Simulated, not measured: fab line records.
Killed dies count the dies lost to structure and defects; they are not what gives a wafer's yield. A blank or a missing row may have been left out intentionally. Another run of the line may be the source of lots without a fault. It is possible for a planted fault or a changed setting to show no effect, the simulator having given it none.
The tool behind it: which one? | flow nandHarc | 14 lots with 42 wafers sampled at 4 steps, on a route of 1302 steps

WHAT THE GAUGES READ, wafer by wafer
The record holds no reading of a measuring or inspecting step that can be judged against a usual standard deviation.

EACH LOT AND THE TOOL THAT RAN IT (in order: tool; ch and the chambers of the sampled wafers; start)
lot  | NHARC_A_CONTACT_ETCH_126           | NHARC_A_CONTACT_ETCH_128           | NHARC_A_CONTACT_ETCH_129           | NHARC_A_CONTACT_ETCH_131
L657 | harCapEtch-01 ch 0,1, day 23 07:30 | harCapEtch-01 ch 0,1, day 23 07:51 | harCapEtch-01 ch 0,1, day 23 08:02 | harCapEtch-01 ch 0,1, day 23 08:23
L656 | harCapEtch-03 ch 0,1, day 23 07:47 | harCapEtch-03 ch 0,1, day 23 08:08 | harCapEtch-03 ch 0,1, day 23 08:19 | harCapEtch-03 ch 0,1, day 23 08:40
L658 | harCapEtch-01 ch 0,1, day 23 18:08 | harCapEtch-01 ch 0,1, day 23 18:29 | harCapEtch-01 ch 0,1, day 23 18:40 | harCapEtch-01 ch 0,1, day 23 19:01
L660 | harCapEtch-01 ch 0,1, day 23 22:37 | harCapEtch-01 ch 0,1, day 23 22:58 | harCapEtch-01 ch 0,1, day 23 23:09 | harCapEtch-01 ch 0,1, day 23 23:31
L664 | harCapEtch-02 ch 0,1, day 25 12:39 | harCapEtch-02 ch 0,1, day 25 13:00 | harCapEtch-02 ch 0,1, day 25 13:10 | harCapEtch-02 ch 0,1, day 25 13:31
L661 | harCapEtch-02 ch 0,1, day 25 21:05 | harCapEtch-02 ch 0,1, day 25 21:26 | harCapEtch-02 ch 0,1, day 25 21:37 | harCapEtch-02 ch 0,1, day 25 21:58
L662 | harCapEtch-01 ch 0,1, day 25 21:47 | harCapEtch-01 ch 0,1, day 25 22:08 | harCapEtch-01 ch 0,1, day 25 22:19 | harCapEtch-01 ch 0,1, day 25 22:40
L663 | harCapEtch-01 ch 0, day 26 04:14   | harCapEtch-01 ch 0, day 26 04:35   | harCapEtch-01 ch 0, day 26 04:46   | harCapEtch-01 ch 0, day 26 05:07
L666 | harCapEtch-01 ch 0,1, day 26 16:01 | harCapEtch-01 ch 0,1, day 26 16:22 | harCapEtch-01 ch 0,1, day 26 16:32 | harCapEtch-01 ch 0,1, day 26 16:53
L665 | harCapEtch-02 ch 0,1, day 27 00:01 | harCapEtch-02 ch 0,1, day 27 00:22 | harCapEtch-02 ch 0,1, day 27 00:33 | harCapEtch-02 ch 0,1, day 27 00:54
L674 | harCapEtch-03 ch 0,1, day 30 18:41 | harCapEtch-03 ch 0,1, day 30 19:02 | harCapEtch-03 ch 0,1, day 30 19:13 | harCapEtch-03 ch 0,1, day 30 19:34
L676 | harCapEtch-02 ch 0,1, day 31 02:21 | harCapEtch-02 ch 0,1, day 31 02:43 | harCapEtch-02 ch 0,1, day 31 02:53 | harCapEtch-02 ch 0,1, day 31 03:14
L675 | harCapEtch-01 ch 0,1, day 31 11:52 | harCapEtch-01 ch 0,1, day 31 12:14 | harCapEtch-01 ch 0,1, day 31 12:24 | harCapEtch-01 ch 0,1, day 31 12:45
L677 | harCapEtch-03 ch 0,1, day 32 00:17 | harCapEtch-03 ch 0,1, day 32 00:39 | harCapEtch-03 ch 0,1, day 32 00:50 | harCapEtch-03 ch 0,1, day 32 01:11
- NHARC_A_CONTACT_ETCH_126: etches the open film in C4F8/O2/Ar, time 197 s, target depth 1918 nm.
- NHARC_A_CONTACT_ETCH_128: etches the open film in C4F8/O2/Ar, time 197 s, target depth 1918 nm.
- NHARC_A_CONTACT_ETCH_129: etches the open film in C4F8/O2/Ar, time 197 s, target depth 1918 nm.
- NHARC_A_CONTACT_ETCH_131: etches the open film in C4F8/O2/Ar, time 197 s, target depth 1918 nm.

WHAT THE TOOLS THEMSELVES READ (means of the sampled wafers that have a number; where no wafer has one, the mark that the record gives instead)
NHARC_A_CONTACT_ETCH_126.
lot  | tool          | chamberPressureMTorr (mTorr) | oesAirLineAu (a.u.)
L657 | harCapEtch-01 | 19.975                       | 1.001
L656 | harCapEtch-03 | 19.998                       | 1.011
L658 | harCapEtch-01 | 19.996                       | 0.969
L660 | harCapEtch-01 | 20.007                       | 1.021
L664 | harCapEtch-02 | 19.980                       | 0.997
L661 | harCapEtch-02 | 19.984                       | 1.006
L662 | harCapEtch-01 | 19.988                       | 0.994
L663 | harCapEtch-01 | 20.007                       | 0.985
L666 | harCapEtch-01 | -                            | -
L665 | harCapEtch-02 | -                            | -
L674 | harCapEtch-03 | 19.997                       | 1.013
L676 | harCapEtch-02 | 19.996                       | 1.006
L675 | harCapEtch-01 | 20.001                       | 1.006
L677 | harCapEtch-03 | 20.000                       | 1.008

NHARC_A_CONTACT_ETCH_128.
lot  | tool          | chamberPressureMTorr (mTorr) | oesAirLineAu (a.u.)
L657 | harCapEtch-01 | 19.992                       | 0.982
L656 | harCapEtch-03 | 20.009                       | 0.991
L658 | harCapEtch-01 | 20.002                       | 1.024
L660 | harCapEtch-01 | 20.004                       | 1.004
L664 | harCapEtch-02 | 20.009                       | 1.001
L661 | harCapEtch-02 | 19.985                       | 0.993
L662 | harCapEtch-01 | 20.005                       | 1.006
L663 | harCapEtch-01 | 20.003                       | 1.029
L666 | harCapEtch-01 | 20.019                       | 0.987
L665 | harCapEtch-02 | 19.992                       | 1.007
L674 | harCapEtch-03 | 19.997                       | 0.998
L676 | harCapEtch-02 | 19.986                       | 1.000
L675 | harCapEtch-01 | 20.003                       | 1.008
L677 | harCapEtch-03 | 20.002                       | 1.017

NHARC_A_CONTACT_ETCH_129.
lot  | tool          | chamberPressureMTorr (mTorr) | oesAirLineAu (a.u.)
L657 | harCapEtch-01 | 20.001                       | 1.008
L656 | harCapEtch-03 | 19.992                       | 1.005
L658 | harCapEtch-01 | 19.991                       | 0.998
L660 | harCapEtch-01 | 20.002                       | 1.020
L664 | harCapEtch-02 | 20.018                       | 1.002
L661 | harCapEtch-02 | 20.006                       | 1.000
L662 | harCapEtch-01 | 20.003                       | 0.986
L663 | harCapEtch-01 | 20.007                       | 0.984
L666 | harCapEtch-01 | 19.981                       | 1.016
L665 | harCapEtch-02 | 19.990                       | 1.012
L674 | harCapEtch-03 | 19.987                       | 0.992
L676 | harCapEtch-02 | 20.004                       | 1.010
L675 | harCapEtch-01 | 19.987                       | 1.022
L677 | harCapEtch-03 | 20.009                       | 1.009

NHARC_A_CONTACT_ETCH_131.
lot  | tool          | chamberPressureMTorr (mTorr) | oesAirLineAu (a.u.)
L657 | harCapEtch-01 | 19.999                       | 1.007
L656 | harCapEtch-03 | 20.012                       | 1.002
L658 | harCapEtch-01 | 19.990                       | 1.017
L660 | harCapEtch-01 | 20.007                       | 1.002
L664 | harCapEtch-02 | 19.988                       | 0.990
L661 | harCapEtch-02 | 19.999                       | 0.995
L662 | harCapEtch-01 | 19.972                       | 1.010
L663 | harCapEtch-01 | 20.025                       | 1.012
L666 | harCapEtch-01 | 19.984                       | 1.015
L665 | harCapEtch-02 | 20.024                       | 0.996
L674 | harCapEtch-03 | 20.001                       | 0.985
L676 | harCapEtch-02 | 19.981                       | 1.013
L675 | harCapEtch-01 | 19.990                       | 1.003
L677 | harCapEtch-03 | 19.998                       | 1.005

THE ANSWER, worked out from the rows above alone
Rule: usual is defined by the lots themselves. Put in order of their means at a reading, lots are off if they are a third of the lots or fewer, leave a main group of 4 or more, and stand apart from it by a gap of 3 or more times the standard deviation of the main group's means; of several such gaps the widest counts. If all means in a main group match to the digits the tables above print for the reading, that group is not used. Also off: a lot with no number at a reading for which 4 or more lots have one. The other lots that the step has rows for count as sound. First the gauges in route order, then the tools' own readings, where a lot's mean is used as printed above. The first step at which some lot is off is used, and at that step the reading that is off furthest; a lot without a number counts as furthest.
Off at NHARC_A_CONTACT_ETCH_126 (chamberPressureMTorr): L666, L665. Without a number there: L666, L665. The main group: mean 19.994 mTorr, standard deviation 0.0098.
If a tool, at that step or one of the process steps before it, ran each lot that is off and ran no sound lot following the first of them, it fits. Of those tried, none fits.

WHAT THE SIMULATOR HAD PUT IN
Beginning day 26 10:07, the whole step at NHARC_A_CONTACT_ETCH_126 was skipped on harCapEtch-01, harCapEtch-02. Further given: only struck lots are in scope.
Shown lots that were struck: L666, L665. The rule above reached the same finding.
